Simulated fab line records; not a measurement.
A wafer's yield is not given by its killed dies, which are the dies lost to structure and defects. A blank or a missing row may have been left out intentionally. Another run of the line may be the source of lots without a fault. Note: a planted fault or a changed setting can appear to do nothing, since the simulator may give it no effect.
Split-lot study -- flow n5-finfet -- 21 wafers read from 7 lots, route of 1938 steps

== THE SPLIT ITSELF ==
At N5_BEOL_M0_SAQP_PECVD_04 (deposits a-Si from SiH4/He, target thk 60 nm, time 60.2 s), the setting time-s was moved away from the recipe's 60.2 s on 6 of the 21 wafers read, by -15.0% to +11.4%. This setting was run at the recipe's value on the other wafers.

The reading comes from the split's own step.

== THE READING ==
a-Si_of_BEOL_M0_SAQP_PECVD_04.thk-nm (the simulator's own value, which no gauge read), in nm, at N5_BEOL_M0_SAQP_PECVD_04 (deposits a-Si from SiH4/He, target thk 60 nm, time 60.2 s). There is no usual value for it anywhere in the file. Across the 15 wafers here that went through the recipe, the average is 60.4 nm and the standard deviation 0.56 nm.

wafer,"tool, chamber at the split","time-s as run, s",against the recipe,"a-Si_of_BEOL_M0_SAQP_PECVD_04.thk-nm, nm",against lot-mates on the recipe
L078.4,"pecvd-02, 1",60.2,recipe,60.2,-
L078.5,"pecvd-02, 2",60.2,recipe,60.8,-
L078.6,"pecvd-02, 0",51.18,-15.0%,51.4,-9.1
L082.1,"pecvd-02, 0",60.2,recipe,60.6,-
L082.3,"pecvd-02, 2",60.2,recipe,60.4,-
L082.4,"pecvd-02, 2",60.2,recipe,61.6,-
L083.1,"pecvd-02, 0",55.88,-7.2%,55.4,-4.9
L083.4,"pecvd-02, 2",60.2,recipe,60.6,-
L083.5,"pecvd-02, 1",60.2,recipe,60,-
L086.2,"pecvd-02, 2",60.2,recipe,59.4,-
L086.5,"pecvd-02, 0",60.2,recipe,60.6,-
L086.6,"pecvd-02, 1",60.2,recipe,60.2,-
L091.4,"pecvd-02, 0",60.2,recipe,60.6,-
L091.5,"pecvd-02, 0",66.94,+11.2%,67.4,+6.9
L091.6,"pecvd-02, 1",60.2,recipe,60.4,-
L095.2,"pecvd-02, 0",60.2,recipe,60.6,-
L095.3,"pecvd-02, 2",67.04,+11.4%,66.8,+6.2
L095.6,"pecvd-02, 0",67.04,+11.4%,67.8,+7.2
L097.1,"pecvd-02, 0",53.92,-10.4%,54.4,-5.9
L097.2,"pecvd-02, 1",60.2,recipe,59.4,-
L097.6,"pecvd-02, 2",60.2,recipe,61.2,-

FIT RESULTS
A straight line over all 21 wafers: a-Si_of_BEOL_M0_SAQP_PECVD_04.thk-nm changes by +0.61 nm for each +1% of time-s; r = +0.99; the points scatter about the line by 0.55 nm.
The same after taking each lot's own level away (the mean of its wafers on the recipe; 21 wafers): +0.602 nm for each +1%; r = +0.99; scatter 0.49 nm.
The reading moves by 9 nm for the largest change in time-s, on that fit.
From 60.07 to 60.87 nm: that is the span of the lots' own levels, equal to 1.4 times the standard deviation above.
So the lot-to-lot level changes the slope little: the two slopes agree.
Check: with one of the wafers moved furthest among these (-15.0%) left out of the fit, the line predicts -9.01 nm for it against its lot-mates. It came out at -9.1 nm against them.

== THESE WAFERS: OTHER SPLITS ==
These wafers also went through other splits before the reading. Each is held against what the fit with the lots' levels taken away leaves over:
other split on the same wafers,wafers away from the commonest value,r with a-Si_of_BEOL_M0_SAQP_PECVD_04.thk-nm (lot level and that fit taken away)
N5_SD_EPI_P_EXPOSE_06 dose-mj,4,+0.24
N5_HKMG_FIN_EXPOSE_09 dose-mj,8,-0.19
N5_MOL_CONTACT_COAG_COAT_103 spin-rpm,7,+0.20
N5_MOL_CONTACT_COAG_PECVD_31 temp-c,5,+0.37

== THE WHOLE CHAIN: every reading that the file lists as answering this split, in the file's order ==
step,what it does,reading,change (the file's fit),r (the file's)
N5_BEOL_M0_SAQP_PECVD_04,"deposits a-Si from SiH4/He, target thk 60 nm, time 60.2 s","a-Si_of_BEOL_M0_SAQP_PECVD_04.thk-nm (the simulator's own value, which no gauge read)",+0.604 nm for each +1% of the setting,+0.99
N5_BEOL_M0_SAQP_THK_MEAS_05,,thk-nm,withheld for each +1% of the setting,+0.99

== THE FILE'S OWN FIT ==
a-Si_of_BEOL_M0_SAQP_PECVD_04.thk-nm changes by +0.604 nm for each +1% of time-s, r = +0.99.
